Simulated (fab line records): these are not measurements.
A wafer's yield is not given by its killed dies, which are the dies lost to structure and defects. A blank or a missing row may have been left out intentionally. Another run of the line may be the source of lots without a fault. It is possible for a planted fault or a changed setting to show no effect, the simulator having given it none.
fab line records	flow n5_finfet
record lots=24	wafers=72	last_day=17
route steps=1938 shown ZERO_LAYER@16 FIN_SAQP@111 STI_FIN_REVEAL@200
lots with no fault: from the same line, run without faults
start_h: the number of hours between the record's first day and the start of the first shown wafer of the lot	wait_h: how many hours have passed since the lot's step before this one	" identical to the entry in the row above	L1.1+2: a single row standing in for several wafers	- no value, or no start was given	* or withheld: withheld	< > ~ a bound
route shown NAME@n: NAME is a module with steps in the file, n the number in the route of the first one	usual: average and standard deviation across the fault-free wafers	same: alike in all rows	chamber/n: place in a boat	sites: the reading at each site	_std_site: their standard deviation	_edge_site: the outer-site mean with the inner-site mean subtracted	radius_mm: for every site, how far away it sits from the centre of the wafer	mask NAME#n: copy n	behind: the last tool/chamber to shape the wafer	hold: why the lot was held/for how many hours/how that ended	device: transistor that didn't switch, given as n, p or np	end of line: at the end of the route, the tests of the same wafers	step lacking rows: just its recipe	killed: at the first sort, the dies lost to defects and structure; wafer yield is something else	map: per-die view of a wafer (x killed, . not killed, _ where there is no die)
set.NAME: the setting the step ran with; set.NAME@STEP: the setting that earlier step ran with	model.NAME: the simulator's own value behind a step, which no gauge read
steps of the route over a sample of lots; a table a step, a row a wafer
services: a tool's chamber out of use, with start hour (start_h, from the record's first day; less than 0 if before it), hours out, and reason
## steps
# step N5_ZERO_LAYER_ETCH_18
# recipe chemistry=HBr/Cl2	target=Si	target_depth_a=1200	time_s=40	pressure_mtorr=10	icp_w=800	bias_w=75	HBr_flow_sccm=150	Cl2_flow_sccm=80
# usual drypump_motor_current_A=5.9/0.54	oes_product_au=1.002/0.016	throttle_valve_pct=36.18/0.28
# same time_s=40
lot.wafer	tool	chamber	start_h	wait_h	drypump_motor_current_A	oes_product_au	rf_hours_counter_h	throttle_valve_pct
L074.2	rie_si-01	0	12.80	0.0	5.3	1.000	163	36.15
L074.3	"	3	"	"	6.5	1.011	9	36.12
L074.5	"	3	"	"	6.5	1.018	-	36.12
L075.1	rie_si-01	3	18.79	0.0	6.5	1.014	9	36.12
L075.3	"	0	"	"	5.3	0.993	164	36.15
L075.5	"	1	"	"	6.4	0.986	-	36.67
L076.1	rie_si-03	2	24.79	0.0	6.7	1.011	153	36.25
L076.4	"	0	"	"	5.2	0.987	196	36.27
L076.6	"	3	"	"	5.4	1.029	-	35.56
L077.2	rie_si-02	3	30.79	0.0	5.0	0.979	68	36.20
L077.5	"	0	"	"	5.8	0.978	-	36.51
L077.6	"	1	"	"	6.3	1.010	-	36.38
L078.1	rie_si-03	3	36.79	0.0	5.4	1.024	61	35.56
L078.2	"	1	"	"	5.5	1.014	68	36.12
L078.4	"	0	"	"	5.2	0.982	196	36.29
L079.1	rie_si-03	3	42.88	0.0	5.4	1.026	61	35.55
L079.2	"	2	"	"	6.7	1.006	153	36.22
L079.5	"	3	"	"	5.4	1.028	-	35.56
L080.2	rie_si-03	2	48.80	0.0	6.7	1.000	153	36.24
L080.3	"	0	"	"	5.2	0.977	197	36.28
L080.4	"	1	"	"	5.5	1.012	69	36.12
L081.2	rie_si-02	1	54.80	0.0	6.3	1.011	3	36.38
L081.4	"	0	"	"	5.8	0.988	131	36.51
L081.5	"	0	"	"	5.8	0.982	-	36.50
L082.1	rie_si-01	3	60.81	0.0	6.5	1.009	10	36.13
L082.3	"	0	"	"	5.3	0.997	164	36.16
L082.6	"	0	"	"	5.3	1.001	-	36.15
L083.1	rie_si-01	3	66.81	0.0	6.5	1.006	10	36.12
L083.2	"	1	"	"	6.4	0.988	153	36.66
L083.3	"	0	"	"	5.3	1.006	165	36.17
L084.2	rie_si-01	3	73.03	0.0	6.5	1.013	10	36.13
L084.5	"	2	"	"	6.2	1.008	-	36.10
L084.6	"	1	"	"	6.4	0.984	-	36.66
L085.1	rie_si-03	2	78.92	0.0	6.7	1.006	154	36.26
L085.4	"	3	"	"	5.4	1.025	62	35.55
L085.5	"	2	"	"	6.7	1.007	-	36.23
L086.2	rie_si-03	2	84.80	0.0	6.7	1.010	154	36.23
L086.4	"	3	"	"	5.4	1.031	62	35.56
L086.6	"	0	"	"	5.3	0.980	-	36.30
L087.1	rie_si-02	1	90.91	0.0	6.3	1.002	3	36.37
L087.3	"	0	"	"	5.8	0.992	132	36.50
L087.5	"	3	"	"	5.0	0.992	-	36.20
L088.1	rie_si-01	0	96.93	0.0	5.3	1.001	165	36.15
L088.2	"	1	"	"	6.4	0.993	153	36.67
L088.4	"	3	"	"	6.5	1.010	10	36.14
L089.2	rie_si-02	1	102.82	0.0	6.3	1.005	4	36.37
L089.3	"	2	"	"	6.1	0.975	24	35.96
L089.5	"	1	"	"	6.3	1.003	-	36.38
L090.2	rie_si-03	3	108.91	0.0	5.4	1.027	63	35.57
L090.3	"	1	"	"	5.5	1.022	70	36.12
L090.4	"	0	"	"	5.3	0.979	198	36.30
L091.3	rie_si-02	2	114.93	0.0	6.1	0.976	24	35.98
L091.4	"	0	"	"	5.8	0.987	132	36.50
L091.6	"	1	"	"	6.3	1.019	-	36.37
L092.1	rie_si-01	0	121.02	0.0	5.3	0.994	166	36.16
L092.2	"	1	"	"	6.4	0.993	154	36.64
L092.5	"	1	"	"	6.4	0.995	-	36.65
L093.4	rie_si-02	3	127.16	0.0	5.0	0.985	70	36.19
L093.5	"	0	"	"	5.8	0.979	-	36.51
L093.6	"	3	"	"	5.0	0.994	-	36.18
L094.2	rie_si-03	3	132.98	0.0	5.4	1.032	63	35.55
L094.3	"	1	"	"	5.5	1.014	70	36.10
L094.4	"	2	"	"	6.7	1.013	-	36.25
L095.1	rie_si-01	2	138.79	0.0	6.2	1.007	79	36.09
L095.4	"	1	"	"	6.4	0.990	154	36.65
L095.5	"	1	"	"	6.4	0.991	-	36.64
L096.1	rie_si-02	2	144.79	0.0	6.1	0.970	24	35.97
L096.2	"	3	"	"	5.0	0.985	70	36.19
L096.6	"	2	"	"	6.1	0.974	-	35.96
L097.1	rie_si-03	1	151.09	0.1	5.5	1.014	70	36.11
L097.3	"	2	"	"	6.7	1.006	155	36.24
L097.5	"	2	"	"	6.7	1.012	-	36.26
# step N5_FIN_SAQP_CD_MEAS_16
# recipe target_cd_nm=35.6	landing_energy_ev=500	detector=se_inlens
# usual cd_nm=35.6/0.33
# same landing_energy_ev=500
lot.wafer	tool	chamber	start_h	wait_h	cd_nm
L074.2	cd_sem-03	0	21.43	-	36.0
L074.3	"	0	"	"	35.4
L074.5	"	0	"	"	35.8
L075.1	cd_sem-03	0	28.36	-	35.4
L075.3	"	0	"	"	35.1
L075.5	"	0	"	"	35.1
L076.1	cd_sem-01	0	33.95	-	35.8
L076.4	"	0	"	"	35.1
L076.6	"	0	"	"	35.9
L077.2	cd_sem-01	0	40.45	-	35.5
L077.5	"	0	"	"	35.8
L077.6	"	0	"	"	35.7
L078.1	cd_sem-02	0	45.05	-	35.9
L078.2	"	0	"	"	35.3
L078.4	"	0	"	"	36.1
L079.1	cd_sem-02	0	51.13	-	35.3
L079.2	"	0	"	"	35.5
L079.5	"	0	"	"	35.5
L080.2	cd_sem-01	0	57.72	-	35.5
L080.3	"	0	"	"	35.6
L080.4	"	0	"	"	35.9
L081.2	cd_sem-03	0	63.53	-	35.9
L081.4	"	0	"	"	35.9
L081.5	"	0	"	"	35.4
L082.1	cd_sem-01	0	69.69	-	35.5
L082.3	"	0	"	"	35.3
L082.6	"	0	"	"	35.3
L083.1	cd_sem-01	0	76.27	-	36.2
L083.2	"	0	"	"	36.1
L083.3	"	0	"	"	35.9
L084.2	cd_sem-02	0	82.39	-	35.4
L084.5	"	0	"	"	35.1
L084.6	"	0	"	"	35.9
L085.1	cd_sem-02	0	88.40	-	35.1
L085.4	"	0	"	"	35.4
L085.5	"	0	"	"	35.5
L086.2	cd_sem-03	0	95.51	-	36.5
L086.4	"	0	"	"	35.7
L086.6	"	0	"	"	36.0
L087.1	cd_sem-02	0	99.64	-	35.8
L087.3	"	0	"	"	35.6
L087.5	"	0	"	"	34.7
L088.1	cd_sem-01	0	107.26	-	35.7
L088.2	"	0	"	"	35.3
L088.4	"	0	"	"	35.9
L089.2	cd_sem-02	0	112.24	-	36.2
L089.3	"	0	"	"	35.6
L089.5	"	0	"	"	35.6
L090.2	cd_sem-03	0	118.48	-	35.2
L090.3	"	0	"	"	35.6
L090.4	"	0	"	"	35.5
L091.3	cd_sem-03	0	123.56	-	35.4
L091.4	"	0	"	"	35.8
L091.6	"	0	"	"	35.6
L092.1	cd_sem-01	0	129.89	-	35.3
L092.2	"	0	"	"	35.3
L092.5	"	0	"	"	35.6
L093.4	cd_sem-03	0	136.29	-	35.5
L093.5	"	0	"	"	36.1
L093.6	"	0	"	"	36.1
L094.2	cd_sem-01	0	142.16	-	35.7
L094.3	"	0	"	"	35.8
L094.4	"	0	"	"	35.8
L095.1	cd_sem-01	0	148.38	-	35.5
L095.4	"	0	"	"	35.1
L095.5	"	0	"	"	35.2
L096.1	cd_sem-02	0	154.46	-	35.9
L096.2	"	0	"	"	35.6
L096.6	"	0	"	"	35.8
L097.1	cd_sem-01	0	159.73	-	35.9
L097.3	"	0	"	"	36.1
L097.5	"	0	"	"	35.3
# step N5_FIN_SAQP_OVL_MEAS_17
# recipe points_per_wafer=44
# usual FIN_CORE_OVL=-0.5/0.83
lot.wafer	tool	chamber	start_h	wait_h	FIN_CORE_OVL[nm]
L074.2	overlay-01	0	21.47	0.0	0.1
L074.3	"	0	"	"	1.1
L074.5	"	0	"	"	0.7
L075.1	overlay-02	0	28.40	0.0	-0.6
L075.3	"	0	"	"	-0.6
L075.5	"	0	"	"	1.0
L076.1	overlay-01	0	33.99	0.0	0.4
L076.4	"	0	"	"	-1.3
L076.6	"	0	"	"	-0.6
L077.2	overlay-01	0	40.49	0.0	-0.3
L077.5	"	0	"	"	-1.7
L077.6	"	0	"	"	-0.9
L078.1	overlay-02	0	45.09	0.0	0.3
L078.2	"	0	"	"	-1.7
L078.4	"	0	"	"	-1.1
L079.1	overlay-01	0	51.17	0.0	0.9
L079.2	"	0	"	"	-0.3
L079.5	"	0	"	"	-0.5
L080.2	overlay-01	0	57.76	0.0	-2.2
L080.3	"	0	"	"	-1.0
L080.4	"	0	"	"	-0.4
L081.2	overlay-02	0	63.57	0.0	0.0
L081.4	"	0	"	"	-0.2
L081.5	"	0	"	"	-0.7
L082.1	overlay-02	0	69.73	0.0	-0.6
L082.3	"	0	"	"	-1.7
L082.6	"	0	"	"	-2.8
L083.1	overlay-01	0	76.31	0.0	-0.1
L083.2	"	0	"	"	-0.5
L083.3	"	0	"	"	0.0
L084.2	overlay-02	0	82.43	0.0	-2.1
L084.5	"	0	"	"	-2.2
L084.6	"	0	"	"	-0.4
L085.1	overlay-01	0	88.44	0.0	-0.3
L085.4	"	0	"	"	-1.4
L085.5	"	0	"	"	-0.2
L086.2	overlay-02	0	95.55	0.0	-0.5
L086.4	"	0	"	"	-0.5
L086.6	"	0	"	"	0.9
L087.1	overlay-02	0	99.68	0.0	-0.4
L087.3	"	0	"	"	-0.1
L087.5	"	0	"	"	1.0
L088.1	overlay-01	0	107.30	0.0	0.7
L088.2	"	0	"	"	-0.6
L088.4	"	0	"	"	0.0
L089.2	overlay-01	0	112.28	0.0	-1.2
L089.3	"	0	"	"	-1.7
L089.5	"	0	"	"	-0.7
L090.2	overlay-01	0	118.52	0.0	-1.5
L090.3	"	0	"	"	0.2
L090.4	"	0	"	"	-0.7
L091.3	overlay-01	0	123.62	0.1	-0.7
L091.4	"	0	"	"	0.1
L091.6	"	0	"	"	-0.7
L092.1	overlay-01	0	129.93	0.0	-0.5
L092.2	"	0	"	"	0.0
L092.5	"	0	"	"	-0.5
L093.4	overlay-02	0	136.32	0.0	-1.6
L093.5	"	0	"	"	0.0
L093.6	"	0	"	"	-1.0
L094.2	overlay-01	0	142.20	0.0	-0.2
L094.3	"	0	"	"	-0.7
L094.4	"	0	"	"	0.6
L095.1	overlay-02	0	148.42	0.0	-0.7
L095.4	"	0	"	"	-1.9
L095.5	"	0	"	"	0.0
L096.1	overlay-02	0	154.50	0.0	0.1
L096.2	"	0	"	"	0.3
L096.6	"	0	"	"	-0.6
L097.1	overlay-02	0	159.77	0.0	0.0
L097.3	"	0	"	"	-1.1
L097.5	"	0	"	"	-0.4
# step N5_FIN_SAQP_MANDREL_ETCH_58
# recipe chemistry=HBr/Cl2	target=a-Si	target_depth_a=450	bt_time_s=10	stop_on=SiNx	mask_material=SiO2	over_etch_frac=0.8	time_s=27	pressure_mtorr=10	icp_w=800	bias_w=75	HBr_flow_sccm=150	Cl2_flow_sccm=80	ends=end_point
# usual drypump_motor_current_A=5.9/0.53	oes_product_au=0.697/0.012	throttle_valve_pct=35.43/0.25
lot.wafer	tool	chamber	start_h	wait_h	drypump_motor_current_A	oes_product_au	rf_hours_counter_h	throttle_valve_pct
L074.2	rie_si-01	1	23.94	0.0	6.4	0.689	152	35.91
L074.3	"	0	"	"	5.3	0.689	164	35.43
L074.5	"	0	"	"	5.3	0.694	-	35.41
L075.1	rie_si-03	3	31.38	0.0	5.4	0.705	61	34.85
L075.3	"	2	"	"	6.7	0.698	153	35.51
L075.5	"	1	"	"	5.5	0.713	-	35.38
L076.1	rie_si-01	3	36.33	0.0	6.5	0.702	9	35.39
L076.4	"	0	"	"	5.3	0.691	164	35.42
L076.6	"	2	"	"	6.2	0.712	-	35.36
L077.2	rie_si-01	1	42.76	0.0	6.4	0.687	152	35.92
L077.5	"	1	"	"	6.4	0.686	-	35.92
L077.6	"	2	"	"	6.2	0.702	-	35.37
L078.1	rie_si-02	2	48.12	0.0	6.1	0.674	23	35.25
L078.2	"	1	"	"	6.3	0.688	3	35.66
L078.4	"	3	"	"	5.0	0.694	68	35.43
L079.1	rie_si-02	0	53.51	0.0	5.8	0.684	131	35.75
L079.2	"	1	"	"	6.4	0.704	3	35.64
L079.5	"	3	"	"	5.0	0.693	-	35.42
L080.2	rie_si-02	2	60.83	0.0	6.0	0.671	23	35.25
L080.3	"	0	"	"	5.8	0.695	131	35.76
L080.4	"	1	"	"	6.3	0.707	3	35.62
L081.2	rie_si-03	0	65.85	0.0	5.2	0.680	197	35.55
L081.4	"	1	"	"	5.5	0.707	69	35.38
L081.5	"	1	"	"	5.5	0.711	-	35.37
L082.1	rie_si-01	0	72.13	0.0	5.3	0.698	165	35.42
L082.3	"	2	"	"	6.2	0.697	77	35.36
L082.6	"	3	"	"	6.5	0.714	-	35.37
L083.1	rie_si-02	3	79.83	0.0	5.0	0.689	69	35.44
L083.2	"	0	"	"	5.8	0.688	132	35.75
L083.3	"	2	"	"	6.1	0.665	23	35.26
L084.2	rie_si-01	1	84.92	0.0	6.4	0.695	153	35.91
L084.5	"	3	"	"	6.5	0.708	-	35.38
L084.6	"	2	"	"	6.2	0.699	-	35.36
L085.1	rie_si-01	1	91.25	0.0	6.4	0.690	153	35.89
L085.4	"	3	"	"	6.5	0.700	10	35.38
L085.5	"	1	"	"	6.4	0.690	-	35.91
L086.2	rie_si-02	3	98.28	0.0	5.0	0.685	69	35.44
L086.4	"	0	"	"	5.8	0.689	132	35.76
L086.6	"	1	"	"	6.3	0.712	-	35.63
L087.1	rie_si-01	1	102.12	0.0	6.4	0.689	153	35.92
L087.3	"	0	"	"	5.3	0.692	165	35.41
L087.5	"	2	"	"	6.2	0.697	-	35.33
L088.1	rie_si-03	3	110.12	0.0	5.4	0.707	63	34.83
L088.2	"	1	"	"	5.5	0.708	70	35.38
L088.4	"	0	"	"	5.3	0.686	198	35.54
L089.2	rie_si-03	1	115.41	0.0	5.5	0.704	70	35.39
L089.3	"	2	"	"	6.7	0.694	154	35.50
L089.5	"	3	"	"	5.4	0.720	-	34.83
L090.2	rie_si-02	0	120.77	0.0	5.8	0.676	133	35.77
L090.3	"	2	"	"	6.1	0.663	24	35.26
L090.4	"	3	"	"	5.0	0.694	70	35.44
L091.3	rie_si-03	1	126.09	0.0	5.5	0.706	70	35.39
L091.4	"	2	"	"	6.7	0.700	-	35.48
L091.6	"	3	"	"	5.4	0.712	-	34.85
L092.1	rie_si-02	0	132.33	0.0	5.8	0.694	133	35.75
L092.2	"	1	"	"	6.3	0.702	4	35.63
L092.5	"	0	"	"	5.8	0.688	-	35.77
L093.4	rie_si-03	2	138.87	0.0	6.7	0.695	-	35.49
L093.5	"	3	"	"	5.4	0.726	-	34.83
L093.6	"	1	"	"	5.5	0.705	-	35.37
L094.2	rie_si-03	1	144.79	0.0	5.5	0.706	70	35.39
L094.3	"	2	"	"	6.7	0.685	155	35.50
L094.4	"	2	"	"	6.7	0.700	-	35.49
L095.1	rie_si-01	1	150.81	0.0	6.4	0.686	154	35.92
L095.4	"	3	"	"	6.5	0.716	11	35.37
L095.5	"	3	"	"	6.5	0.710	-	35.35
L096.1	rie_si-03	0	156.80	0.0	5.3	0.709	0	35.25
L096.2	"	2	"	"	6.7	0.697	155	35.48
L096.6	"	0	"	"	5.3	0.730	-	35.24
L097.1	rie_si-02	1	162.10	0.0	6.3	0.704	5	35.65
L097.3	"	2	"	"	6.1	0.671	25	35.25
L097.5	"	2	"	"	6.1	0.684	-	35.25
# step N5_FIN_SAQP_SPACER2_ALD_28
# recipe material=SiO2	target_thk_a=81	temp_c=300	ald_precursor_family=BDEAS	ald_co_reactant=O2-plasma	pulse_time_s=1	purge_time_s=2	co_reactant_purge_time_s=2	pressure_torr=2
# usual heater_power_w=487/52	precursor_pulse_height_rel=1.001/0.02
lot.wafer	tool	chamber	start_h	wait_h	heater_power_w	precursor_pulse_height_rel
L074.2	ald_sin-01	0	24.78	0.1	427	1.027
L074.3	"	1	"	"	504	1.020
L074.5	"	0	"	"	422	1.024
L075.1	ald_sin-04	2	32.33	0.1	544	0.995
L075.3	"	1	"	"	444	1.011
L075.5	"	2	"	"	533	0.997
L076.1	ald_sin-01	1	37.19	0.1	505	0.982
L076.4	"	0	"	"	434	1.008
L076.6	"	0	"	"	436	1.016
L077.2	ald_sin-04	2	43.60	0.1	535	1.021
L077.5	"	3	"	"	608	1.020
L077.6	"	0	"	"	406	0.995
L078.1	ald_sin-03	3	49.11	0.1	473	1.025
L078.2	"	1	"	"	456	0.963
L078.4	"	0	"	"	474	1.039
L079.1	ald_sin-03	2	54.35	0.1	516	0.996
L079.2	"	1	"	"	458	1.027
L079.5	"	2	"	"	516	1.010
L080.2	ald_sin-04	1	61.76	0.1	460	0.980
L080.3	"	3	"	"	604	0.993
L080.4	"	2	"	"	529	0.984
L081.2	ald_sin-01	3	66.69	0.1	483	1.014
L081.4	"	2	"	"	579	0.956
L081.5	"	0	"	"	428	1.006
L082.1	ald_sin-03	2	73.10	0.1	514	1.019
L082.3	"	1	"	"	459	0.969
L082.6	"	0	"	"	473	1.008
L083.1	ald_sin-04	0	80.67	0.1	400	0.997
L083.2	"	3	"	"	590	0.979
L083.3	"	2	"	"	540	0.974
L084.2	ald_sin-03	2	86.24	0.5	529	1.006
L084.5	"	0	"	"	462	1.024
L084.6	"	1	"	"	474	1.016
L085.1	ald_sin-01	3	93.01	1.0	481	1.024
L085.4	"	1	"	"	492	1.003
L085.5	"	0	"	"	429	1.018
L086.2	ald_sin-03	2	99.14	0.1	508	0.990
L086.4	"	3	"	"	462	0.993
L086.6	"	0	"	"	473	1.007
L087.1	ald_sin-01	2	102.96	0.1	587	1.011
L087.3	"	0	"	"	413	1.035
L087.5	"	1	"	"	478	1.018
L088.1	ald_sin-03	1	111.19	0.3	473	0.982
L088.2	"	3	"	"	467	0.997
L088.4	"	0	"	"	464	0.990
L089.2	ald_sin-03	3	116.26	0.1	460	1.060
L089.3	"	1	"	"	470	1.028
L089.5	"	0	"	"	482	0.984
L090.2	ald_sin-03	3	122.03	0.2	472	0.984
L090.3	"	1	"	"	473	0.991
L090.4	"	2	"	"	517	1.017
L091.3	ald_sin-04	3	126.93	0.1	582	0.997
L091.4	"	1	"	"	443	1.002
L091.6	"	0	"	"	404	1.018
L092.1	ald_sin-03	3	133.17	0.1	472	1.003
L092.2	"	0	"	"	470	0.970
L092.5	"	3	"	"	483	0.957
L093.4	ald_sin-04	1	139.73	0.1	453	1.023
L093.5	"	2	"	"	521	0.994
L093.6	"	3	"	"	629	0.969
L094.2	ald_sin-03	0	145.73	0.1	463	1.025
L094.3	"	3	"	"	475	1.015
L094.4	"	2	"	"	509	1.031
L095.1	ald_sin-01	3	151.67	0.1	489	0.983
L095.4	"	2	"	"	579	1.005
L095.5	"	0	"	"	423	0.972
L096.1	ald_sin-03	1	157.86	0.2	470	1.007
L096.2	"	0	"	"	487	0.987
L096.6	"	0	"	"	466	1.018
L097.1	ald_sin-01	0	162.93	0.1	415	1.007
L097.3	"	1	"	"	514	1.005
L097.5	"	0	"	"	436	1.013
# step N5_STI_FIN_REVEAL_OXIDATION_31
# recipe chemistry=O2_PLASMA_REMOTE	temp_c=150	time_s=20	pressure_mtorr=1000	source_power_w=2000	o2_flow_sccm=3000
# usual drypump_motor_current_A=5.7/0.36	heater_power_w=151/15
# same time_s=20
lot.wafer	tool	chamber	start_h	wait_h	drypump_motor_current_A	heater_power_w	rf_hours_counter_h
L074.2	plasma_asher-01	1	36.14	0.1	6.2	137	88
L074.3	"	1	"	"	6.2	136	-
L074.5	"	1	"	"	6.2	140	-
L075.1	plasma_asher-01	0	43.86	0.0	5.2	156	90
L075.3	"	0	"	"	5.2	157	-
L075.5	"	0	"	"	5.2	158	-
L076.1	plasma_asher-02	0	48.30	0.0	5.9	138	21
L076.4	"	0	"	"	5.9	136	-
L076.6	"	1	"	"	5.6	175	-
L077.2	plasma_asher-01	1	54.58	0.0	6.2	140	92
L077.5	"	0	"	"	5.2	161	-
L077.6	"	1	"	"	6.2	140	-
L078.1	plasma_asher-02	0	60.34	0.0	5.9	136	24
L078.2	"	1	"	"	5.7	169	24
L078.4	"	1	"	"	5.6	168	-
L079.1	plasma_asher-02	1	65.04	0.0	5.6	171	26
L079.2	"	0	"	"	5.9	136	26
L079.5	"	0	"	"	5.9	138	-
L080.2	plasma_asher-02	1	72.58	0.0	5.6	175	27
L080.3	"	1	"	"	5.6	166	-
L080.4	"	0	"	"	5.9	138	-
L081.2	plasma_asher-01	0	77.32	0.0	5.2	155	96
L081.4	"	0	"	"	5.2	159	-
L081.5	"	0	"	"	5.2	154	-
L082.1	plasma_asher-01	1	83.87	0.0	6.2	138	97
L082.3	"	1	"	"	6.2	139	-
L082.6	"	0	"	"	5.2	161	-
L083.1	plasma_asher-02	1	91.78	0.0	5.6	171	32
L083.2	"	0	"	"	5.9	140	32
L083.3	"	1	"	"	5.6	171	-
L084.2	plasma_asher-01	1	97.19	0.0	6.2	139	101
L084.5	"	1	"	"	6.2	141	-
L084.6	"	0	"	"	5.2	159	-
L085.1	plasma_asher-02	0	104.15	0.0	5.9	136	34
L085.4	"	0	"	"	5.9	141	-
L085.5	"	0	"	"	5.9	136	-
L086.2	plasma_asher-02	0	109.90	0.0	5.9	137	35
L086.4	"	0	"	"	5.9	141	-
L086.6	"	1	"	"	5.6	177	-
L087.1	plasma_asher-01	0	114.36	0.0	5.2	156	104
L087.3	"	1	"	"	6.2	138	-
L087.5	"	1	"	"	6.2	135	-
L088.1	plasma_asher-01	1	122.02	0.0	6.2	138	105
L088.2	"	0	"	"	5.2	156	105
L088.4	"	0	"	"	5.2	158	-
L089.2	plasma_asher-01	1	127.45	0.1	6.2	137	106
L089.3	"	1	"	"	6.2	132	-
L089.5	"	1	"	"	6.2	136	-
L090.2	plasma_asher-02	1	132.65	0.0	5.6	176	39
L090.3	"	1	"	"	5.6	174	-
L090.4	"	0	"	"	5.9	139	-
L091.3	plasma_asher-01	0	137.74	0.1	5.2	161	-
L091.4	"	1	"	"	6.2	139	-
L091.6	"	1	"	"	6.2	135	-
L092.1	plasma_asher-02	0	143.90	0.0	5.9	142	42
L092.2	"	1	"	"	5.6	174	42
L092.5	"	1	"	"	5.6	171	-
L093.4	plasma_asher-02	0	151.53	0.1	5.9	138	-
L093.5	"	0	"	"	5.9	137	-
L093.6	"	1	"	"	5.6	173	-
L094.2	plasma_asher-01	0	156.63	0.0	5.2	160	112
L094.3	"	0	"	"	5.2	156	-
L094.4	"	1	"	"	6.2	136	-
L095.1	plasma_asher-02	0	162.19	0.0	5.9	135	45
L095.4	"	0	"	"	5.8	138	-
L095.5	"	0	"	"	5.8	136	-
L096.1	plasma_asher-01	0	168.90	0.0	5.2	153	114
L096.2	"	1	"	"	6.2	137	114
L096.6	"	1	"	"	6.2	139	-
L097.1	plasma_asher-02	0	173.99	0.0	5.9	140	47
L097.3	"	1	"	"	5.6	170	-
L097.5	"	1	"	"	5.6	170	-
## services
tool	chamber	start_h	hours	kind
plasma_asher-01	-	-10.75	1.6	repair
ald_sin-03	-	-5.58	14.0	pm
ald_sin-03	0	-5.58	14.0	vent_cycle
ald_sin-03	1	-5.58	14.0	vent_cycle
ald_sin-03	2	-5.58	14.0	vent_cycle
ald_sin-01	2	10.05	20.4	repair
plasma_asher-02	-	11.26	28.1	pm
ald_sin-04	-	13.26	0.6	repair
rie_si-01	1	38.15	1.3	repair
rie_si-01	0	40.30	3.2	repair
plasma_asher-02	-	82.43	0.9	repair
ald_sin-04	-	85.25	14.0	pm
rie_si-03	1	91.18	11.2	repair
ald_sin-04	-	99.25	15.6	pm
rie_si-02	3	104.78	3.9	repair
ald_sin-04	-	114.85	6.1	pm
rie_si-03	0	119.68	-	clean
rie_si-03	0	119.68	21.5	scheduled_down
rie_si-03	0	119.68	21.5	vent_cycle
ald_sin-01	3	124.75	5.7	repair
ald_sin-01	3	131.07	3.9	repair
ald_sin-01	1	137.73	1.7	repair
rie_si-03	0	141.89	4.0	repair
ald_sin-01	1	169.45	5.0	repair
## key
fault none
